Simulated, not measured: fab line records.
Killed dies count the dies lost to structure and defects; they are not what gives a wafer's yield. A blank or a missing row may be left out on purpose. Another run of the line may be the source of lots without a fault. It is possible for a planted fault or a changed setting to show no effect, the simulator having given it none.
Comparing a struck lot with a sound one :: flow n5 finfet :: 14 steps out of a route of 1938
Sound: these wafers, L233.1, L233.3, L233.4. The struck wafers were L239.3, L239.4, L239.5. Last of all comes the cause.
Each step with rows lists, per side, the tool, then ch with its chambers, then its first start. Under that, the readings that differ: sound wafers :: struck wafers :: difference of the means :: sigmas: that difference in standard deviations of wafers without a fault.
alike: readings with means less than 2 such deviations apart, plus words and numbers identical on both sides. not compared: withheld readings, readings lacking a value on some wafer, bounds such as >300 that could conceal the same value, and numbers that have no deviation in the record and whose values overlap.
The two part at a step that has a row with sigmas, a row that says differs or no value, or rows on one side only. Numbers that don't overlap but have no deviation are shown without sigmas and don't part them. Lack of a reading on every wafer of one side parts them only where that side has two or more wafers.

first, 4 steps without rows for these wafers: N5_HKMG_FIN_PRECLEAN_64 (cleans in dHF, time 30 s); N5_HKMG_FIN_WET_ETCH_65 (etches a-Si in TMAH, stops on TiN, time 49 s, target depth 3 nm); N5_HKMG_FIN_WET_ETCH_81 (etches TiN in SC1, stops on HfO2, time 57 s, target depth 6 nm); N5_HKMG_FIN_WET_ETCH_82 (etches La2O3 in dHCl, stops on HfO2, target depth 2 nm, rinse time 30 s).
N5_HKMG_FIN_ALD_36: deposits TiN, target thk 1 nm, pulse time 1 s, purge time 3 s.
  sound on ald metal-02 ch 0,2,3, day 6 07:47; struck on ald metal-02 ch 1,2, day 7 22:56
  alike: heater power w, precursor pulse height rel
N5_HKMG_FIN_THK_MEAS_70: measures by xrf.
  sound: film metro-02 at day 6 08:04; struck: film metro-01 at day 7 23:13
  alike: HK_THK
N5_HKMG_FIN_PWFM_ALD_03: deposits TiN, target thk 2 nm, pulse time 1 s, purge time 3 s.
  sound on ald metal-01 ch 0,2,3, day 6 08:05; struck on ald metal-04 ch 0,1,2, day 7 23:16
  alike: heater power w, precursor pulse height rel
then, 5 steps without rows for these wafers: N5_HKMG_FIN_COAT_29 (time 60 s, resist thk 300 nm); N5_HKMG_FIN_COAT_30 (time 60 s, resist thk 35 nm); N5_HKMG_FIN_COAT_06 (resist thk 90 nm); N5_HKMG_FIN_EBR_08; N5_HKMG_FIN_SOFTBAKE_07 (time 60 s).
N5_HKMG_FIN_EXPOSE_09: exposes mask NWFM.
  sound on arfi scanner-03 ch 0, day 6 08:49; struck on arfi scanner-03, day 7 23:52
  no value came back on the struck wafers for exposure dose mJ cm2, focus offset nm (nm), sigma outer; on the sound wafers exposure dose mJ cm2 reads 39.26 39.24 39.22
  alike: mask
then, 1 step without rows for these wafers: N5_HKMG_FIN_PEB_10 (peb time 60 s).

WHERE THEY PART
At N5_HKMG_FIN_EXPOSE_09 and nowhere else, as far as this record goes.

WHY: what the simulator had put in
Whole step skipped at N5_HKMG_FIN_EXPOSE_09 on arfi scanner-03, starting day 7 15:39. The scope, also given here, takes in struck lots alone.
